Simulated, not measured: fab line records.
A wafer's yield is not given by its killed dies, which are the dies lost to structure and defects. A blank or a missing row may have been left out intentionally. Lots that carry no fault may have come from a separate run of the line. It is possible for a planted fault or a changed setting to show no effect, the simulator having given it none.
Comparing a struck lot with a sound one / flow n5 finfet / 39 out of 1938 route steps
Sound: the wafers L600.2, L600.3, L600.6. Struck: wafer L605.1 (L605.3, L605.4, from the same lot, were not struck and are left out); the cause is given at the end.
Order at every step that has rows: each side's tool, ch and its chambers, its first start. Under that, the readings that differ: sound wafers / struck wafers / difference of the means / sigmas: that difference in standard deviations of wafers without a fault.
alike: readings whose means differ by less than 2 such deviations, and words and numbers that are the same on both sides. not compared: withheld readings, readings that some wafer has no value for, bounds like >300 that may hide the same value, and numbers for which the record gives no deviation and whose values overlap.
A row with sigmas, a row that says differs or no value, or rows on one side alone: a step with any of these is where the two part. When numbers do not overlap yet have no deviation, they are printed without sigmas and do not part them. A reading missing from all wafers of one side parts the sides only when that side holds two or more wafers.

first, 9 steps without rows for these wafers: N5_MOL_CONTACT_COAG_PRECLEAN_127 (cleans in DIW, time 57.5 s); N5_MOL_CONTACT_COAG_SRD_128 (dry time 32 s); N5_MOL_CONTACT_COAG_CMP_52 (polishes, stops on SiO2, t overpolish 1.5 s, target thk 66.5 nm); N5_MOL_CONTACT_COAG_ANNEAL_112 (time 1800 s); N5_BEOL_M0_SAQP_PECVD_00 (deposits SiCN from 3MS/NH3, target thk 8 nm, time 14 s); N5_BEOL_M0_SAQP_ILD_DEP_01 (deposits SiOC from DEMS/O2, target thk 45.419 nm, time 8.7 s); N5_BEOL_M0_SAQP_HM_DEP_02 (deposits TiN, target thk 12 nm); N5_BEOL_M0_SAQP_PECVD_03 (deposits SiCN from 3MS/NH3, target thk 12 nm, time 21.1 s); N5_BEOL_M0_SAQP_PECVD_96 (deposits a-Si from SiH4/He, target thk 45 nm, time 45.2 s).
N5_BEOL_M0_SAQP_PECVD_97: deposits SiNx from SiH4/NH3/N2, target thk 23 nm, time 19.9 s.
  sound on pecvd-04 ch 0,1, day 7 16:03; struck on pecvd-04 ch 1, day 9 01:24
  alike: heater power w, showerhead plenum p Torr, throttle valve pct
then, 10 steps without rows for these wafers: N5_BEOL_M0_SAQP_PECVD_04 (deposits a-Si from SiH4/He, target thk 60 nm, time 60.2 s); N5_BEOL_M0_SAQP_HM_DEP_111 (deposits SiO2 from SiH4/N2O, target thk 12 nm, time 7.2 s); N5_BEOL_M0_SAQP_COAT_81 (time 60 s, resist thk 100 nm); N5_BEOL_M0_SAQP_COAT_82 (time 60 s, resist thk 30 nm); N5_BEOL_M0_SAQP_COAT_08 (resist thk 90 nm); N5_BEOL_M0_SAQP_EBR_10; N5_BEOL_M0_SAQP_SOFTBAKE_09 (time 60 s); N5_BEOL_M0_SAQP_EXPOSE_11 (exposes mask M0 CORE, target cd 42 nm); N5_BEOL_M0_SAQP_PEB_12 (peb time 60 s); N5_BEOL_M0_SAQP_DEVELOP_13 (develop time 30 s).
N5_BEOL_M0_SAQP_INSPECT_16: inspects for defects (brightfield).
  sound: defect inspect-02 at day 7 16:43; struck: defect inspect-02 at day 9 02:04
reading=raw defect count; sound=392 467 517; struck=1529; difference=+1070; sigmas=+9
then, 14 steps without rows for these wafers: N5_BEOL_M0_SAQP_DESCUM_19 (chemistry O2, time 7.9 s); N5_BEOL_M0_SAQP_ETCH_83 (etches SiARC in CF4, target depth 39 nm, time 65 s); N5_BEOL_M0_SAQP_ETCH_84 (etches SOC in N2/H2, target depth 100 nm, overetch 20 nm, time 150 s); N5_BEOL_M0_SAQP_STRIP_80 (strips in N2/H2); N5_BEOL_M0_SAQP_HM_OPEN_112 (chemistry CHF3/O2, target SiO2, stops on a-Si, target depth 12 nm, time 13.5 s); N5_BEOL_M0_SAQP_STRIP_113 (strips in CHF3/O2); N5_BEOL_M0_SAQP_MANDREL_ETCH_20 (etches a-Si in HBr/Cl2, stops on SiNx, target depth 60 nm, bt time 10 s, time 30 s); N5_BEOL_M0_SAQP_STRIP_86 (strips in N2/H2); N5_BEOL_M0_SAQP_STRIP_115 (strips in post etch residue remover, time 60 s); N5_BEOL_M0_SAQP_SRD_93 (time 30 s); N5_BEOL_M0_SAQP_RECESS_114 (chemistry HF/NH3, target SiO2, target depth 14.4 nm, afs cycles 3, sublimation time 60 s); N5_BEOL_M0_SAQP_SPACER1_ALD_98 (deposits SiO2, target thk 12.8 nm, pulse time 1 s, purge time 2 s); N5_BEOL_M0_SAQP_SPACER1_ETCHBACK_99 (etches SiO2 in CHF3/O2, target depth 15.4 nm, time 7.7 s); N5_BEOL_M0_SAQP_MANDREL1_REMOVE_100 (chemistry HBr/Cl2/O2, target a-Si, stops on SiNx, bt time 10 s).
N5_BEOL_M0_SAQP_INSPECT_42: inspects for defects (brightfield).
  sound: defect inspect-01 at day 7 20:46; struck: defect inspect-02 at day 9 06:01
reading=raw defect count; sound=199 255 288; struck=1449; difference=+1202; sigmas=+13
N5_BEOL_M0_CUTY_INSPECT_59: inspects for defects (macro).
  sound: defect inspect-01 at day 7 22:10; struck: defect inspect-02 at day 9 07:27
reading=raw defect count; sound=0 1 2; struck=>300; difference=differs; sigmas=
-- a jump in the record: the struck wafers' starts before and after are 2 days apart (it breaks off in module BEOL_M0_CUTY and resumes in module BEOL_M4, where the first step shown is number 1111 of the route) --
N5_BEOL_M4_RC_MEAS_101:
  sound on prober-02 ch 0, day 10 06:39; struck on prober-01 ch 0, day 11 09:48
  alike: DIBL_N, DIBL_P, IOFF_N, IOFF_P, ION_N, ION_P, SS_N, SS_P, VT_N, VT_P
-- record jumps: 5 days separate the struck wafers' starts on either side; left off in module BEOL_M4, taken up again in module PASSIVATION, whose first shown step is the route's number 1936 --
N5_PASSIVATION_PROBE_49:
  only the struck wafers here have rows in the record (prober-02, day 16 00:58); the sound ones have none

## WHERE THEY PART
Earliest at N5_BEOL_M0_SAQP_INSPECT_16; latest, in this record, at N5_PASSIVATION_PROBE_49.

WHY: whatever the simulator had introduced
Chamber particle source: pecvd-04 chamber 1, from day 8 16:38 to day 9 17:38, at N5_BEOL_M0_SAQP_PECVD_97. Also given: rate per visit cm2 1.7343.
